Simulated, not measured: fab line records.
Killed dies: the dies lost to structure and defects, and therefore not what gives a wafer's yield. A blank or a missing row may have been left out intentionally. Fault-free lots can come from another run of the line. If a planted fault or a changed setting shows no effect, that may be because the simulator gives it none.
Which of the tools did it? | flow nandHarc | Sampling: 14 lots, 42 wafers, 6 of 1302 route steps

## WHAT EACH GAUGE READ, for each wafer
NHARC_A_BLC_INSPECT_28. Usual: rawDefectCount 565, standard deviation 150.
lot  | measured     | on               | rawDefectCount | flag
L449 | day 23 05:37 | defectInspect-01 | 732 674 431    | 
L448 | day 23 08:56 | defectInspect-01 | 865 780 1066   | 
L447 | day 23 13:40 | defectInspect-01 | 478 667 515    | 
L451 | day 24 06:12 | defectInspect-01 | 937 647 742    | 
L453 | day 25 01:57 | defectInspect-01 | 568 498 542    | 
L455 | day 25 19:17 | defectInspect-02 | 665 526 588    | 
L456 | day 26 18:56 | defectInspect-01 | 848 571 944    | 
L457 | day 26 21:37 | defectInspect-02 | 363 624 591    | 
L461 | day 28 22:19 | defectInspect-01 | 596 578 511    | 
L463 | day 29 05:30 | defectInspect-01 | 565 439 522    | 
L464 | day 29 06:32 | defectInspect-02 | 532 484 544    | 
L467 | day 31 02:49 | defectInspect-01 | 519 551 598    | 
L469 | day 32 09:25 | defectInspect-01 | 486 782 451    | 
L468 | day 32 10:17 | defectInspect-01 | 692 508 494    | 

NHARC_A_M0_INSPECT_11. Usual: rawDefectCount 94, standard deviation 39.
lot  | measured     | on               | rawDefectCount | flag
L449 | day 23 06:31 | defectInspect-01 | 22 22 20       | 
L448 | day 23 09:58 | defectInspect-01 | 102 100 114    | 
L447 | day 23 14:34 | defectInspect-01 | 100 102 100    | 
L451 | day 24 07:13 | defectInspect-02 | 164 151 150    | 
L453 | day 25 02:58 | defectInspect-02 | 117 135 116    | 
L455 | day 25 20:27 | defectInspect-01 | 136 161 115    | 
L456 | day 26 19:58 | defectInspect-01 | 118 116 128    | 
L457 | day 26 22:37 | defectInspect-02 | 48 43 46       | 
L461 | day 28 23:20 | defectInspect-02 | 153 144 140    | 
L463 | day 29 06:32 | defectInspect-01 | 92 96 98       | 
L464 | day 29 07:34 | defectInspect-01 | 96 108 121     | 
L467 | day 31 03:52 | defectInspect-02 | 36 44 37       | 
L469 | day 32 10:28 | defectInspect-01 | 52 62 64       | 
L468 | day 32 11:19 | defectInspect-01 | 110 106 92     | 

NHARC_END_SORT_01. Usual: defectLimitedYield 90.9 %, standard deviation 2.7; killedAtArray 57, standard deviation 19; killedAtOther 0.9, standard deviation 1.1; killedAtPeriphery 4.0, standard deviation 2.6; killedDies 62, standard deviation 19; killedOpen 3.3, standard deviation 1.8; killedShort 2.4, standard deviation 1.7.
lot  | measured     | on        | defectLimitedYield (%) | killedAtArray | killedAtOther | killedAtPeriphery | killedDies | killedOpen | killedShort | flag
L453 | day 26 19:02 | prober-02 | 88.0 87.9              | 79 78         | 0 3           | 2 1               | 81 82      | 4 5        | 0 1         | 
L455 | day 27 12:02 | prober-02 | 88.6 85.5 89.1         | 69 93 69      | 3 2 2         | 5 3 3             | 77 98 74   | 0 4 4      | 5 3 6       | 
L456 | day 28 11:38 | prober-02 | 90.5 88.9 89.8         | 64 70 67      | 0 2 0         | 0 3 2             | 64 75 69   | 4 5 5      | 1 4 2       | 
L457 | day 28 13:14 | prober-01 | 93.2 95.4 92.8         | 41 31 44      | 2 0 0         | 3 0 5             | 46 31 49   | 3 1 4      | 6 2 2       | 

## EACH LOT AND THE TOOL THAT RAN IT (in order: tool; ch and the chambers of the sampled wafers; start)
lot  | NHARC_A_M0_PVD_21                      | NHARC_A_M0_ECD_22             | NHARC_A_M0_CMP_23
L449 | pvdSputter-01, day 23 07:55 or earlier | ecdCu-01 ch 0,1, day 23 07:55 | cmp-02 ch 0,1,2, day 23 08:39
L448 | pvdSputter-01, day 23 11:27 or earlier | ecdCu-01 ch 0,1, day 23 11:27 | cmp-02 ch 1,2,3, day 23 12:04
L447 | pvdSputter-03, day 23 15:57 or earlier | ecdCu-02 ch 0,1, day 23 15:57 | cmp-02 ch 0,2,3, day 23 16:37
L451 | pvdSputter-03, day 24 08:34 or earlier | ecdCu-02 ch 0,1, day 24 08:34 | cmp-01 ch 0,2,3, day 24 09:17
L453 | pvdSputter-01, day 25 04:20 or earlier | ecdCu-01 ch 0,1, day 25 04:20 | cmp-02 ch 1,2,3, day 25 05:05
L455 | pvdSputter-02, day 25 21:49 or earlier | ecdCu-01 ch 0, day 25 21:49   | cmp-01 ch 0,1, day 25 22:34
L456 | pvdSputter-02, day 26 21:17 or earlier | ecdCu-02 ch 0,1, day 26 21:17 | cmp-04 ch 0,3, day 26 22:01
L457 | pvdSputter-03, day 27 00:06 or earlier | ecdCu-01 ch 0,1, day 27 00:06 | cmp-01 ch 0,1, day 27 00:41
L461 | pvdSputter-01, day 29 00:43 or earlier | ecdCu-01 ch 0,1, day 29 00:43 | cmp-02 ch 1,2,3, day 29 01:26
L463 | pvdSputter-03, day 29 07:56 or earlier | ecdCu-01 ch 0, day 29 07:56   | cmp-02 ch 0,2, day 29 08:36
L464 | pvdSputter-01, day 29 08:59 or earlier | ecdCu-01 ch 0,1, day 29 08:59 | cmp-01 ch 0,1, day 29 09:41
L467 | pvdSputter-01, day 31 05:12 or earlier | ecdCu-02 ch 0,1, day 31 05:12 | cmp-04 ch 1,3, day 31 05:55
L469 | pvdSputter-01, day 32 12:00 or earlier | ecdCu-02 ch 0,1, day 32 12:00 | cmp-01 ch 0,1,3, day 32 12:56
L468 | pvdSputter-03, day 32 12:59 or earlier | ecdCu-01 ch 0,1, day 32 12:59 | cmp-02 ch 1,2,3, day 32 13:56
- NHARC_A_M0_PVD_21: deposits Cu, target thk 30 nm, time 20.49 s.
- NHARC_A_M0_ECD_22: material Cu, target thk 400 nm.
- NHARC_A_M0_CMP_23: polishes, t overpolish 20 s, target thk 113.75 nm.

## AS READ BY THE TOOLS THEMSELVES (means over the sampled wafers that have a number; for cases with no such wafer, the mark the record gives instead)
NHARC_A_M0_PVD_21. Usual: throttleValvePct 30.4 %, standard deviation 0.74.
lot  | tool          | throttleValvePct (%) | flag
L449 | pvdSputter-01 | 30.8                 | 
L448 | pvdSputter-01 | 31.0                 | 
L447 | pvdSputter-03 | 29.5                 | 
L451 | pvdSputter-03 | 30.6                 | 
L453 | pvdSputter-01 | 31.0                 | 
L455 | pvdSputter-02 | 30.6                 | 
L456 | pvdSputter-02 | 30.3                 | 
L457 | pvdSputter-03 | 30.4                 | 
L461 | pvdSputter-01 | 30.1                 | 
L463 | pvdSputter-03 | 30.1                 | 
L464 | pvdSputter-01 | 29.7                 | 
L467 | pvdSputter-01 | 30.2                 | 
L469 | pvdSputter-01 | 29.8                 | 
L468 | pvdSputter-03 | 30.4                 | 

NHARC_A_M0_CMP_23. Usual: motorCurrentA 11.8 A, standard deviation 1.4; timeToEndpointS 30.5 s, standard deviation 3.
lot  | tool   | motorCurrentA (A) | timeToEndpointS (s) | flag
L449 | cmp-02 | 11.6              | 32.4                | 
L448 | cmp-02 | 13.0              | 31.9                | 
L447 | cmp-02 | 12.9              | 30.6                | 
L451 | cmp-01 | 11.4              | 31.3                | 
L453 | cmp-02 | 12.5              | 30.9                | 
L455 | cmp-01 | 11.1              | 31.1                | 
L456 | cmp-04 | 12.8              | 24.4                | 
L457 | cmp-01 | 11.3              | 32.6                | 
L461 | cmp-02 | 12.6              | 41.5                | OFF
L463 | cmp-02 | 12.8              | 39.9                | OFF
L464 | cmp-01 | 11.4              | 44.1                | OFF
L467 | cmp-04 | 11.8              | 26.8                | 
L469 | cmp-01 | 11.7              | 27.8                | 
L468 | cmp-02 | 12.7              | 30.1                | 

## THE ANSWER, worked out from the rows above alone
Rule: take the mean of a lot's wafers that have a number; if it is more than 3 standard deviations from the usual mean, the lot is off. A lot without any number at a reading at which 4 lots or more have one is off too. The other lots that the step has rows for count as sound. The gauges are gone through in route order, then the tools' own readings, and for those a lot's mean is taken as printed above. The first step at which some lot is off is used, and at that step the reading that is off furthest; a lot without a number counts as furthest.
Off: L461, L463, L464 (NHARC_A_M0_CMP_23, timeToEndpointS).
If a tool, at that step or one of the process steps before it, ran each lot that is off and ran no sound lot following the first of them, it fits. NHARC_A_M0_PVD_21 gives no start for some lots, so the hours and the order of its lots are those of NHARC_A_M0_ECD_22. No candidate that was tried fits.

## WHAT THE SIMULATOR HAD INSERTED
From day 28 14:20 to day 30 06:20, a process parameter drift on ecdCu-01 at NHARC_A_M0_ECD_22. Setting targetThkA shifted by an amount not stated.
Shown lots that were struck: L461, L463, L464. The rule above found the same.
